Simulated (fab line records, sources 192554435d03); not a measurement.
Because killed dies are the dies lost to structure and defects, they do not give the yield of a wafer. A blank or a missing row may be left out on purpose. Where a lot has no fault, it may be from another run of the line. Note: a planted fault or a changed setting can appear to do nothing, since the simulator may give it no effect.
The same fault as seen by 3 desks -- flow n5Finfet -- every desk sees just its own numbers, and what lay behind them comes last

== FROM THE METROLOGY DESK ==
Lot by lot, what the gauges showed, no matter which tool ran the lot: averages of those sampled wafers that carry a number. Any lot whose mean is over 4 standard deviations away from the usual mean is out of limits and marked OUT; that distance is given in the brackets.
Columns: A = cdNm at N5_BEOL_M11_CD_MEAS_28, usual 69.9 nm; B = V10_OVL at N5_BEOL_M11_OVL_MEAS_29, usual 0.2 nm
lot,first seen here,A,B
L701,day 10 18:45,69.7,-0.9
L703,day 11 00:12,69.5,-0.5
L707,day 12 13:29,70.2,1.5
L714,day 14 09:32,69.4,0.9
L720,day 15 12:57,70.0,0.5
L722,day 16 09:58,70.8,-0.2
Result from this desk: across the 6 lots, nothing is out of limits.

== THE TOOL OWNER'S DESK: rieDiel-02 ==
The tool's own readings at N5_BEOL_M11_ETCH_41 (etches SiCN in CH3F/O2, target depth 42.6 nm, time 86 s): means of the sampled wafers that have a number, for each lot that ran on this tool. Any lot whose mean is over 4 standard deviations away from the usual mean is out of limits and marked OUT; that distance is given in the brackets.
Columns: A = CH3F_flow_sccm at N5_BEOL_M11_ETCH_41, usual 30.01 sccm; B = chamberPressureMTorr at N5_BEOL_M11_ETCH_41, usual 30.00 mTorr; C = drypumpMotorCurrentA at N5_BEOL_M11_ETCH_41, usual 5.9 A; D = oesProductAu at N5_BEOL_M11_ETCH_41, usual 0.81 a.u.; E = rfVppV at N5_BEOL_M11_ETCH_41, usual 297.5 V; F = showerheadPlenumPTorr at N5_BEOL_M11_ETCH_41, usual 2.01 Torr; G = throttleValvePct at N5_BEOL_M11_ETCH_41, usual 16.27 %
lot,first seen here,A,B,C,D,E,F,G
L703,day 11 00:38,30.04,30.03,5.6,0.75,297.0,2.01,16.18
L707,day 12 13:55,30.02,29.99,6.1,0.71,297.3,1.99,16.49
L714,day 14 09:58,30.20,29.99,5.9,0.68,296.1,1.98,16.40
Result from this desk: across the 3 lots, nothing is out of limits.

== THE DEFECT DESK ==
Per lot, the means of the sampled wafers with a number show what the inspections along the route counted. Any lot whose mean is over 4 standard deviations away from the usual mean is out of limits and marked OUT; that distance is given in the brackets.
Columns: A = rawDefectCount at N5_BEOL_M11_INSPECT_30, usual 429
lot,first seen here,A
L701,day 10 18:48,407
L703,day 11 00:16,683
L707,day 12 13:32,354
L714,day 14 09:35,331
L720,day 15 13:00,610
L722,day 16 10:01,529
Result from this desk: across the 6 lots, nothing is out of limits.

== BROUGHT TOGETHER ==
Metrology desk: nothing out of limits seen.
Nothing out of limits was seen by the tool owner's desk.
Nothing the defect desk looked at was out of limits.

== WHAT THE SIMULATOR HAD INSERTED ==
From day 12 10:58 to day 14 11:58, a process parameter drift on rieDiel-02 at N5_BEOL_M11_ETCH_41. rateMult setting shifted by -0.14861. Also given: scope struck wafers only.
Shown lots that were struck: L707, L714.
